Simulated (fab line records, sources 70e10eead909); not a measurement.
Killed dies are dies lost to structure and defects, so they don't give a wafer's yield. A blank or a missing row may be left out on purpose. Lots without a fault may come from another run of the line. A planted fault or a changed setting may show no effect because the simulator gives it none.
A struck lot beside a sound one | flow nand_harc | 17 steps out of a route of 1302
Sound: wafers L112.1, L112.3, L112.4. Struck: wafers L117.2, L117.4, L117.5. The cause comes at the end.
At each step with rows: each side's tool, then ch and its chambers, then its first start. Under that, the readings that differ: sound wafers | struck wafers | difference of the means | sigmas: that difference in standard deviations of wafers without a fault.
alike: readings whose means differ by less than 2 such deviations, and words and numbers that are the same on both sides. not compared: withheld readings, readings that some wafer has no value for, bounds like >300 that may hide the same value, and numbers for which the record gives no deviation and whose values overlap.
The two part at a step that has a row with sigmas, a row that says differs or no value, or rows on one side only. Numbers that don't overlap but have no deviation are shown without sigmas and don't part them. A reading that every wafer of one side lacks parts them only if that side has two wafers or more.

NHARC_P_M1_INSPECT_11:
  sound on defect_inspect-01, day 8 06:50; struck on defect_inspect-02, day 10 13:27
  alike: raw_defect_count
NHARC_P_M1_DESCUM_14: chemistry O2, time 3 s.
  sound on rie_diel-06 ch 1,2,3, day 8 06:54; struck on rie_diel-06 ch 0,1, day 10 13:31
  alike: chamber_pressure_mTorr, drypump_motor_current_A, oes_product_au, rf_vpp_V, showerhead_plenum_p_Torr, throttle_valve_pct
  not compared: rf_hours_counter_h
then, 1 step without rows for these wafers: NHARC_P_M1_ETCH_35 (etches the open film in N2/H2, target depth 40 nm, overetch 12 nm, time 43.94 s).
NHARC_P_M1_ETCH_15: etches the open film in C4F8/Ar, target depth 182.5 nm, time 91.2 s.
  sound on rie_diel-06 ch 0,2,3; struck on rie_diel-06 ch 1,2
  alike: chamber_pressure_mTorr, oes_product_au, rf_vpp_V
  not compared: rf_hours_counter_h
NHARC_P_M1_CD_MEAS_16:
  sound on cd_sem-03, day 8 07:12; struck on cd_sem-03, day 10 13:49
  alike: cd_nm
NHARC_P_M1_STRIP_18: strips in N2/H2.
  sound on rie_diel-07 ch 0,3, day 8 07:19; struck on rie_diel-07 ch 0,2, day 10 13:53
  alike: chamber_pressure_mTorr, drypump_motor_current_A, oes_product_au, rf_vpp_V, showerhead_plenum_p_Torr, throttle_valve_pct
  not compared: rf_hours_counter_h
then, 4 steps without rows for these wafers: NHARC_P_M1_ETCH_28 (etches the open film in CF4/N2, target depth 30 nm, time 72.99 s); NHARC_P_M1_STRIP_19 (strips in post etch residue remover, time 600 s); NHARC_P_M1_DEGAS_29 (time 60 s); NHARC_P_M1_PRE_CLEAN_30 (time 30 s).
NHARC_P_M1_PVD_20: deposits TaN, target thk 5 nm, time 8.06 s.
  sound on pvd_sputter-01; struck on pvd_sputter-02
  alike: throttle_valve_pct
NHARC_P_M1_PVD_21: deposits Cu, target thk 30 nm, time 20.49 s.
  sound on pvd_sputter-01; struck on pvd_sputter-02
  alike: throttle_valve_pct
NHARC_P_M1_ECD_22: material Cu, target thk 400 nm.
  sound on ecd_cu-01 ch 0,1, day 8 08:26; struck on ecd_cu-01 ch 0,1, day 10 14:53
then, 1 step without rows for these wafers: NHARC_P_M1_ANNEAL_31 (time 90 s).
NHARC_P_M1_CMP_23: polishes, t overpolish 20 s, target thk 157.82 nm.
  sound on cmp-04 ch 0,2,3, day 8 09:06; struck on cmp-04 ch 1,2, day 10 15:37
  reading                | sound          | struck         | difference | sigmas
  time_to_endpoint_s (s) | 27.1 28.0 32.5 | 13.0 14.8 11.3 | -16.2      | -6
  alike: motor_current_A, slurry_flow_ml_min
NHARC_P_M1_THK_MEAS_24: measures by xrf.
  sound on film_metro-01, day 8 09:25; struck on film_metro-02, day 10 15:56
  alike: thk_nm
then, 1 step without rows for these wafers: NHARC_END_SORT_01.

WHERE THEY PART
Only at NHARC_P_M1_CMP_23, within this record. Later steps at which nothing parts them and some readings are alike: NHARC_P_M1_THK_MEAS_24.

WHY: what the simulator had put in
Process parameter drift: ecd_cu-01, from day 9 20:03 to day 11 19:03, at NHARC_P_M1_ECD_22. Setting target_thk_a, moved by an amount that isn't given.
